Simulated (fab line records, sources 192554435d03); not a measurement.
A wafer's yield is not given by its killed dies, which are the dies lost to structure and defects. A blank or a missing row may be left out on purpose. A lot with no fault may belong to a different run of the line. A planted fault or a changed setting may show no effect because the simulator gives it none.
fab line records    flow n5_finfet
record: lots: 12  wafers: 33  last_day: 20
route steps=1938 shown BEOL_M7@1307 BEOL_M8@1339
lots with no fault: from the same line, run without faults
start_h: hours from the record's first day to the start of the lot's first wafer shown    wait_h: hours elapsed since this lot's preceding step    " unchanged from the row above    L1.1+2: one row covering several wafers at once    - value missing, or start not given    * or withheld: withheld    < > ~ a bound
route shown NAME@n: names a module that has steps shown in the file, with the first one's number in the route    usual: mean/standard deviation of fault-free wafers    same: alike in all rows    chamber/n: place in a boat    sites: each site's reading    _std_site: standard deviation of those values    _edge_site: mean of outer sites minus mean of inner sites    radius_mm: for every site, how far away it sits from the centre of the wafer    mask NAME#n: copy n    behind: the most recent tool/chamber to have shaped the wafer    hold: reason for holding the lot/hours on hold/outcome of the hold    device: the n, p or np transistor that did not switch    end of line: the tests these same wafers got at the end of their route    a step without rows: its recipe alone    killed: the dies lost at the first sort to structure and to defects; this is not the yield of the wafer    map: dies across one wafer; x = killed, . = not, _ = none there
set.NAME: the setting the step ran with; set.NAME@STEP: the setting that earlier step ran with    model.NAME: the simulator's own value behind a step, which no gauge read
steps of the route over a sample of lots; a table a step, a row a wafer
services: the hour from which a tool's chamber was out of use, counted from the record's first day as start_h (under 0 if before that day), plus the number of hours and why
== steps ==
step: N5_BEOL_M7_STRIP_36
recipe: chemistry: N2/H2  power_w: 450  temp_c: 40  pressure_mtorr: 20  rf_frequency_hz: 6e+07  overash_fraction: 0.3  bias_power_w: 7  h2_frac: 0.5  n2_flow_sccm: 200  h2_flow_sccm: 200
usual: drypump_motor_current_A: 5.7/0.45  n2_flow_sccm: 200.0/0.61  oes_product_au: 0.79/0.071  rf_vpp_V: 59.1/1.4  showerhead_plenum_p_Torr: 2.54/0.078  temp_c: 40.01/0.12  throttle_valve_pct: 23.7/0.37
lot.wafer  tool         chamber  start_h  wait_h  drypump_motor_current_A  n2_flow_sccm  oes_product_au  rf_hours_counter_h  rf_vpp_V  showerhead_plenum_p_Torr  temp_c  throttle_valve_pct
L940.3     rie_diel-02  1        249.66   0.0     5.4                      200.6         0.85            83                  60.3      2.67                      40.14   23.4
L940.5     "            3        "        "       5.6                      200.8         0.72            -                   61.6      2.40                      39.75   23.5
L940.6     "            0        "        "       5.6                      199.8         0.80            -                   58.6      2.47                      39.75   23.7
L943.1     rie_diel-03  1        251.06   0.0     6.4                      199.4         0.74            171                 58.4      2.52                      39.99   23.4
L943.3     "            0        "        "       6.0                      200.0         0.85            52                  57.7      2.62                      40.29   24.1
L943.6     "            2        "        "       5.4                      199.7         0.67            -                   61.3      2.60                      40.00   23.7
L942.1     rie_diel-06  2        257.56   0.0     5.8                      199.7         0.77            125                 59.1      2.35                      40.04   23.9
L942.4     "            1        "        "       5.4                      200.8         0.83            85                  59.8      2.55                      40.03   23.2
L942.5     "            0        "        "       5.5                      200.4         0.90            -                   60.8      2.48                      40.00   23.4
L944.1     rie_diel-02  2        266.45   0.0     5.5                      199.8         0.72            203                 60.8      2.50                      40.18   23.6
L944.4     "            0        "        "       5.5                      200.0         0.80            123                 57.7      2.46                      40.14   23.7
L944.6     "            0        "        "       5.5                      200.8         0.78            -                   60.5      2.46                      40.22   23.7
L948.2     rie_diel-02  2        276.47   0.0     5.6                      199.0         0.73            206                 60.1      2.50                      39.89   23.6
L948.6     "            3        "        "       5.7                      200.1         0.72            -                   59.9      2.39                      39.98   23.6
L952.1     rie_diel-03  1        320.99   0.0     6.5                      200.6         0.74            196                 59.4      2.51                      40.11   23.4
L952.2     "            2        "        "       5.4                      200.0         0.94            5                   59.7      2.59                      39.98   23.2
L952.4     "            0        "        "       6.0                      200.8         0.84            77                  57.6      2.61                      39.88   24.2
L954.2     rie_diel-03  3        324.27   0.0     4.9                      200.3         0.72            214                 58.3      2.62                      40.10   24.2
L954.6     "            1        "        "       6.4                      200.3         0.75            -                   58.5      2.51                      40.24   23.4
L951.2     rie_diel-06  3        330.37   0.0     5.8                      200.8         0.68            238                 56.9      2.50                      39.87   23.6
L951.4     "            0        "        "       5.5                      200.6         0.85            61                  58.8      2.47                      39.89   23.4
L951.6     "            1        "        "       5.4                      200.5         0.81            -                   59.9      2.54                      40.05   23.3
L958.3     rie_diel-06  1        344.50   0.0     5.4                      200.7         0.81            112                 57.0      2.53                      40.09   23.3
L958.6     "            1        "        "       5.4                      200.0         0.80            -                   58.6      2.54                      40.12   23.3
L957.1     rie_diel-03  1        347.69   0.0     6.5                      199.5         0.74            203                 56.7      2.51                      40.16   23.4
L957.3     "            2        "        "       5.4                      199.6         0.90            13                  59.4      2.59                      40.06   23.2
L957.5     "            1        "        "       6.4                      200.1         0.74            -                   55.5      2.51                      40.18   23.4
L961.2     rie_diel-06  0        367.52   0.0     5.5                      200.5         0.83            76                  59.1      2.47                      39.87   23.4
L961.3     "            3        "        "       5.8                      201.3         0.68            253                 57.5      2.49                      39.84   23.6
L961.4     "            3        "        "       5.8                      200.1         0.68            -                   59.1      2.49                      39.95   23.6
L962.1     rie_diel-02  2        377.55   0.0     5.6                      200.5         0.70            242                 58.1      2.48                      40.03   23.6
L962.4     "            0        "        "       5.5                      200.2         0.77            160                 60.8      2.45                      40.09   23.8
L962.6     "            2        "        "       5.5                      199.7         0.70            -                   59.7      2.48                      39.99   23.6
step: N5_BEOL_M7_ANNEAL_51
recipe: temp_c: 225  time_s: 90  ambient: N2
usual: wafer_temp_C_max: 225.9/0.32
lot.wafer  tool           chamber  start_h  wait_h  wafer_temp_C_max
L940.3     rtp_anneal-02  0        251.97   0.1     226.3
L940.5     "              0        "        "       225.8
L940.6     "              0        "        "       226.3
L943.1     rtp_anneal-01  0        253.89   0.1     225.7
L943.3     "              0        "        "       225.6
L943.6     "              0        "        "       225.7
L942.1     rtp_anneal-02  0        261.19   0.1     225.9
L942.4     "              0        "        "       225.7
L942.5     "              0        "        "       225.9
L944.1     rtp_anneal-02  0        268.29   0.1     226.0
L944.4     "              0        "        "       226.2
L944.6     "              0        "        "       226.1
L948.2     rtp_anneal-01  0        279.59   0.1     226.2
L948.6     "              0        "        "       225.7
L952.1     rtp_anneal-02  0        323.10   0.2     226.0
L952.2     "              0        "        "       226.0
L952.4     "              0        "        "       225.8
L954.2     rtp_anneal-01  0        326.41   0.1     225.5
L954.6     "              0        "        "       225.5
L951.2     rtp_anneal-02  0        332.84   0.4     225.7
L951.4     "              0        "        "       225.6
L951.6     "              0        "        "       225.8
L958.3     rtp_anneal-02  0        348.16   0.1     226.1
L958.6     "              0        "        "       226.3
L957.1     rtp_anneal-01  0        351.26   0.2     225.8
L957.3     "              0        "        "       225.9
L957.5     "              0        "        "       225.8
L961.2     rtp_anneal-02  0        369.26   0.1     225.7
L961.3     "              0        "        "       226.6
L961.4     "              0        "        "       226.4
L962.1     rtp_anneal-01  0        383.96   0.1     225.8
L962.4     "              0        "        "       225.5
L962.6     "              0        "        "       225.6
step: N5_BEOL_M8_COAT_05
recipe: resist: CAR-ArF  spin_rpm: 1500  resist_thk_nm: 90
usual: exhaust_pa: 45.1/0.88  spin_speed_rpm: 1500.0/0.95
lot.wafer  tool            chamber  start_h  wait_h  exhaust_pa  spin_speed_rpm
L940.3     litho_track-02  0        254.44   -       45.6        1502.3
L940.5     "               0        "        "       45.4        1500.2
L940.6     "               0        "        "       43.7        1500.5
L943.1     litho_track-02  0        256.94   -       46.3        1501.8
L943.3     "               0        "        "       45.0        1500.4
L943.6     "               0        "        "       47.7        1500.1
L942.1     litho_track-01  0        263.01   -       45.5        1498.2
L942.4     "               0        "        "       46.1        1500.3
L942.5     "               0        "        "       45.8        1500.2
L944.1     litho_track-01  0        270.53   -       44.5        1500.2
L944.4     "               0        "        "       45.8        1500.3
L944.6     "               0        "        "       43.8        1499.5
L948.2     litho_track-03  0        282.93   -       45.1        1501.1
L948.6     "               0        "        "       45.1        1500.1
L952.1     litho_track-01  0        325.72   -       45.1        1423.6
L952.2     "               0        "        "       45.1        1425.5
L952.4     "               0        "        "       45.8        1425.3
L954.2     litho_track-02  0        329.11   -       47.0        1500.1
L954.6     "               0        "        "       46.1        1500.6
L951.2     litho_track-01  0        335.19   -       46.8        1424.9
L951.4     "               0        "        "       44.5        1425.0
L951.6     "               0        "        "       45.3        1425.5
L958.3     litho_track-03  0        351.57   -       45.6        1500.8
L958.6     "               0        "        "       45.5        1499.0
L957.1     litho_track-03  0        355.11   -       46.0        1498.8
L957.3     "               0        "        "       44.9        1500.3
L957.5     "               0        "        "       44.4        1497.5
L961.2     litho_track-02  0        371.50   -       44.4        1500.6
L961.3     "               0        "        "       44.9        1500.1
L961.4     "               0        "        "       44.5        1499.2
L962.1     litho_track-03  0        385.67   -       45.6        1499.7
L962.4     "               0        "        "       46.0        1499.7
L962.6     "               0        "        "       45.3        1500.1
step: N5_BEOL_M8_OVL_MEAS_12
recipe: points_per_wafer: 44
usual: M8_OVL: -0.3/0.71
lot.wafer  tool        chamber  start_h  wait_h  M8_OVL[nm]
L940.3     overlay-02  0        254.72   0.0     -0.2
L940.5     "           0        "        "       1.3
L940.6     "           0        "        "       0.6
L943.1     overlay-01  0        257.34   0.0     -1.3
L943.3     "           0        "        "       -0.9
L943.6     "           0        "        "       -0.8
L942.1     overlay-01  0        263.41   0.0     0.0
L942.4     "           0        "        "       0.2
L942.5     "           0        "        "       -0.3
L944.1     overlay-01  0        270.80   0.0     0.4
L944.4     "           0        "        "       0.3
L944.6     "           0        "        "       0.1
L948.2     overlay-01  0        283.20   0.0     -0.6
L948.6     "           0        "        "       0.1
L952.1     overlay-01  0        326.11   0.0     0.5
L952.2     "           0        "        "       0.6
L952.4     "           0        "        "       -0.3
L954.2     overlay-02  0        329.51   0.0     -0.3
L954.6     "           0        "        "       0.3
L951.2     overlay-02  0        335.46   0.0     -1.5
L951.4     "           0        "        "       -0.5
L951.6     "           0        "        "       -1.8
L958.3     overlay-02  0        351.97   0.0     -0.6
L958.6     "           0        "        "       -0.4
L957.1     overlay-02  0        355.41   0.1     0.1
L957.3     "           0        "        "       -0.6
L957.5     "           0        "        "       0.2
L961.2     overlay-01  0        371.90   0.0     -1.8
L961.3     "           0        "        "       -2.1
L961.4     "           0        "        "       -1.8
L962.1     overlay-01  0        386.06   0.0     -0.1
L962.4     "           0        "        "       -0.7
L962.6     "           0        "        "       0.0
== services ==
tool            chamber  start_h  hours  kind
rie_diel-02     3        230.01   2.4    repair
rie_diel-02     0        252.10   6.5    repair
rie_diel-03     2        285.40   -      clean
rie_diel-03     2        285.40   -      consumable_replace:focus_ring
rie_diel-03     2        285.40   16.3   scheduled_down
rie_diel-03     2        285.40   16.3   vent_cycle
litho_track-03  -        308.09   -      consumable_replace:filter
rie_diel-06     2        331.76   38.5   repair
rie_diel-02     3        351.50   -      clean
rie_diel-02     3        351.50   -      consumable_replace:focus_ring
rie_diel-02     3        351.50   -      consumable_replace:showerhead
rie_diel-02     3        351.50   17.3   scheduled_down
rie_diel-02     3        351.50   17.3   vent_cycle
rtp_anneal-02   -        363.38   1.3    repair
rie_diel-06     3        370.23   -      clean
rie_diel-06     3        370.23   -      consumable_replace:focus_ring
rie_diel-06     3        370.23   16.8   scheduled_down
rie_diel-06     3        370.23   16.8   vent_cycle
rie_diel-03     -        377.95   28.1   pm
rie_diel-02     -        383.26   0.5    repair
== key ==
first_sign: step: N5_BEOL_M8_COAT_05  reading: spin_speed_rpm  direction: down  sigmas: 79  usual: *  struck: *
effect none on later readings
met_at N5_BEOL_M8_COAT_05
struck_lots L951,L952
not_acting_at N5_BEOL_M7_STRIP_36,N5_BEOL_M7_ANNEAL_51,N5_BEOL_M8_OVL_MEAS_12
onset_between 270.53 325.72
fault: kind: process_parameter_drift  tool: litho_track-01  chamber: -  onset_h: 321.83  steps: N5_BEOL_M8_COAT_05  channel: spin_rpm  offset: *  shape: step  end_h: 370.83  acts_in: *  stated: *
